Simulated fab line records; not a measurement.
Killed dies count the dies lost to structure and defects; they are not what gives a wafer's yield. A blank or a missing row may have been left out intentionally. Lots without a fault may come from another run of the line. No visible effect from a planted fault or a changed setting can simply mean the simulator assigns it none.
Matching of chambers ; flow n5Finfet ; N5_BEOL_M5_ETCH_41 on rieDiel-04 has 4 sister chambers
The step etches SiCN in CH3F/O2, target depth 31.5 nm, time 56.7 s. 16 wafers are shown with their chamber, then 8 later ones without.

WAFERS, EACH WITH ITS CHAMBER
wafer;chamber;throttleValvePct (%);oesProductAu (a.u.);rfVppV (V)
L239.3;3;16.40;0.69;296.7
L239.5;1;16.72;0.70;298.5
L239.6;0;16.45;0.76;299.2
L243.1;3;16.42;0.69;299.6
L243.3;2;16.15;0.83;297.5
L243.6;0;16.47;0.75;299.9
L245.3;3;16.42;0.69;298.1
L245.4;2;16.15;0.82;297.9
L245.5;1;16.74;0.70;298.2
L246.1;3;16.42;0.68;298.8
L246.2;2;16.16;0.82;299.2
L246.4;0;16.48;0.73;298.1
L247.2;2;16.17;0.81;297.1
L247.3;3;16.44;0.68;297.8
L247.5;2;16.17;0.82;295.6
L248.1;0;16.47;0.74;298.4

SIGNATURES, as means of the wafers listed above
reading;chamber 0;chamber 1;chamber 2;chamber 3;scatter within a chamber
throttleValvePct;16.4675;16.7300;16.1600;16.4200;0.0125
oesProductAu;0.7450;0.7000;0.8200;0.6860;0.00827
rfVppV;298.900;298.350;297.460;298.200;1.06
Rule: a wafer lies at a distance from a chamber equal to the root of the sum of squares, over the readings, of (its reading less the chamber's mean, divided by the reading's scatter). If the next closest chamber is less than 2 further off than the closest, the wafer can't be placed; otherwise it belongs to the closest. How the scatter is found: for the shown wafers, subtract from each reading the mean of its chamber, square and add these, divide the total by (wafers less chambers), then take the root.

WAFERS WITHOUT THEIR CHAMBER
wafer;throttleValvePct (%);oesProductAu (a.u.);rfVppV (V)
L248.4;16.50;0.74;299.5
L248.6;16.15;0.81;298.2
L252.1;15.89;0.96;298.7
L252.2;16.50;0.73;298.7
L252.6;16.17;0.81;298.7
L254.1;16.19;0.81;297.8
L254.2;15.90;0.92;300.0
L254.6;15.91;0.92;298.2

WHICH CHAMBER EACH WENT THROUGH
wafer;from the rows above;in truth
L248.4;0;0
L248.6;2;2
L252.1;2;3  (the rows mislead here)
L252.2;0;0
L252.6;2;2
L254.1;2;2
L254.2;2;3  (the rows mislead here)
L254.6;2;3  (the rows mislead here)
Correct placement for 5 of the 8. Not placeable from these rows: 0. Wrongly placed: 3.
